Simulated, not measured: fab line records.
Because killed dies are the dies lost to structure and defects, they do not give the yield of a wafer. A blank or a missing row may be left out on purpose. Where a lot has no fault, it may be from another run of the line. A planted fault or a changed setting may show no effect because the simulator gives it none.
Matching of chambers / flow n5_finfet / N5_MIM_BOT_LITHO_DESCUM_10 on rie_diel-01: 4 sister chambers
The step chemistry O2, time 7.9 s. 20 wafers are shown with their chamber, then 10 later ones without.

## WAFERS WITH THEIR CHAMBER
wafer=L076.1; chamber=1; drypump_motor_current_A (A)=5.5; throttle_valve_pct (%)=20.02; showerhead_plenum_p_Torr (Torr)=2.15
wafer=L076.2; chamber=3; drypump_motor_current_A (A)=4.8; throttle_valve_pct (%)=19.82; showerhead_plenum_p_Torr (Torr)=2.06
wafer=L076.3; chamber=0; drypump_motor_current_A (A)=5.7; throttle_valve_pct (%)=20.30; showerhead_plenum_p_Torr (Torr)=2.15
wafer=L079.2; chamber=2; drypump_motor_current_A (A)=5.6; throttle_valve_pct (%)=20.39; showerhead_plenum_p_Torr (Torr)=2.12
wafer=L079.3; chamber=3; drypump_motor_current_A (A)=4.8; throttle_valve_pct (%)=19.81; showerhead_plenum_p_Torr (Torr)=2.06
wafer=L079.4; chamber=0; drypump_motor_current_A (A)=5.6; throttle_valve_pct (%)=20.30; showerhead_plenum_p_Torr (Torr)=2.15
wafer=L083.2; chamber=1; drypump_motor_current_A (A)=5.5; throttle_valve_pct (%)=20.03; showerhead_plenum_p_Torr (Torr)=2.14
wafer=L083.3; chamber=0; drypump_motor_current_A (A)=5.6; throttle_valve_pct (%)=20.32; showerhead_plenum_p_Torr (Torr)=2.15
wafer=L083.6; chamber=3; drypump_motor_current_A (A)=4.8; throttle_valve_pct (%)=19.83; showerhead_plenum_p_Torr (Torr)=2.05
wafer=L084.3; chamber=0; drypump_motor_current_A (A)=5.6; throttle_valve_pct (%)=20.31; showerhead_plenum_p_Torr (Torr)=2.15
wafer=L084.5; chamber=0; drypump_motor_current_A (A)=5.6; throttle_valve_pct (%)=20.31; showerhead_plenum_p_Torr (Torr)=2.15
wafer=L084.6; chamber=3; drypump_motor_current_A (A)=4.8; throttle_valve_pct (%)=19.84; showerhead_plenum_p_Torr (Torr)=2.05
wafer=L086.3; chamber=1; drypump_motor_current_A (A)=5.6; throttle_valve_pct (%)=20.06; showerhead_plenum_p_Torr (Torr)=2.14
wafer=L086.4; chamber=0; drypump_motor_current_A (A)=5.6; throttle_valve_pct (%)=20.34; showerhead_plenum_p_Torr (Torr)=2.14
wafer=L086.5; chamber=0; drypump_motor_current_A (A)=5.6; throttle_valve_pct (%)=20.35; showerhead_plenum_p_Torr (Torr)=2.15
wafer=L087.3; chamber=1; drypump_motor_current_A (A)=5.5; throttle_valve_pct (%)=20.07; showerhead_plenum_p_Torr (Torr)=2.14
wafer=L087.4; chamber=3; drypump_motor_current_A (A)=4.8; throttle_valve_pct (%)=19.85; showerhead_plenum_p_Torr (Torr)=2.05
wafer=L087.5; chamber=1; drypump_motor_current_A (A)=5.6; throttle_valve_pct (%)=20.05; showerhead_plenum_p_Torr (Torr)=2.14
wafer=L089.2; chamber=3; drypump_motor_current_A (A)=4.8; throttle_valve_pct (%)=19.86; showerhead_plenum_p_Torr (Torr)=2.05
wafer=L089.5; chamber=3; drypump_motor_current_A (A)=4.8; throttle_valve_pct (%)=19.88; showerhead_plenum_p_Torr (Torr)=2.05

SIGNATURES (averages over the wafers above)
reading=drypump_motor_current_A; chamber 0=5.614; chamber 1=5.540; chamber 2=5.600; chamber 3=4.800; scatter within a chamber=0.0359
reading=throttle_valve_pct; chamber 0=20.3186; chamber 1=20.0460; chamber 2=20.3900; chamber 3=19.8414; scatter within a chamber=0.0216
reading=showerhead_plenum_p_Torr; chamber 0=2.1486; chamber 1=2.1420; chamber 2=2.1200; chamber 3=2.0529; scatter within a chamber=0.00439
Rule: a wafer lies at a distance from a chamber equal to the root of the sum of squares, over the readings, of (its reading less the chamber's mean, divided by the reading's scatter). The wafer belongs to the nearest chamber; if the next one is less than 2 further off, it can't be placed. The scatter: the root of (the sum of the squares of (reading less its chamber's mean) over the shown wafers, divided by (wafers less chambers)).

## WAFERS WITH NO CHAMBER GIVEN
wafer=L089.6; drypump_motor_current_A (A)=5.6; throttle_valve_pct (%)=20.34; showerhead_plenum_p_Torr (Torr)=2.14
wafer=L094.2; drypump_motor_current_A (A)=5.6; throttle_valve_pct (%)=20.43; showerhead_plenum_p_Torr (Torr)=2.10
wafer=L094.3; drypump_motor_current_A (A)=4.8; throttle_valve_pct (%)=19.87; showerhead_plenum_p_Torr (Torr)=2.05
wafer=L094.4; drypump_motor_current_A (A)=5.7; throttle_valve_pct (%)=20.34; showerhead_plenum_p_Torr (Torr)=2.14
wafer=L093.1; drypump_motor_current_A (A)=5.5; throttle_valve_pct (%)=20.08; showerhead_plenum_p_Torr (Torr)=2.13
wafer=L093.4; drypump_motor_current_A (A)=4.8; throttle_valve_pct (%)=19.88; showerhead_plenum_p_Torr (Torr)=2.04
wafer=L093.5; drypump_motor_current_A (A)=5.6; throttle_valve_pct (%)=20.43; showerhead_plenum_p_Torr (Torr)=2.10
wafer=L097.2; drypump_motor_current_A (A)=5.6; throttle_valve_pct (%)=20.46; showerhead_plenum_p_Torr (Torr)=2.10
wafer=L097.4; drypump_motor_current_A (A)=5.6; throttle_valve_pct (%)=20.05; showerhead_plenum_p_Torr (Torr)=2.14
wafer=L097.5; drypump_motor_current_A (A)=5.7; throttle_valve_pct (%)=20.04; showerhead_plenum_p_Torr (Torr)=2.14

## WHICH CHAMBER EACH WENT THROUGH
wafer=L089.6; from the rows above=0; in truth=0
wafer=L094.2; from the rows above=2; in truth=2
wafer=L094.3; from the rows above=3; in truth=3
wafer=L094.4; from the rows above=0; in truth=0
wafer=L093.1; from the rows above=1; in truth=1
wafer=L093.4; from the rows above=3; in truth=3
wafer=L093.5; from the rows above=2; in truth=2
wafer=L097.2; from the rows above=2; in truth=2
wafer=L097.4; from the rows above=1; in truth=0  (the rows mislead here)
wafer=L097.5; from the rows above=1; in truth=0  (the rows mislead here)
8 of 10 placed correctly. From these rows, 0 cannot be placed. Number placed wrongly: 2.
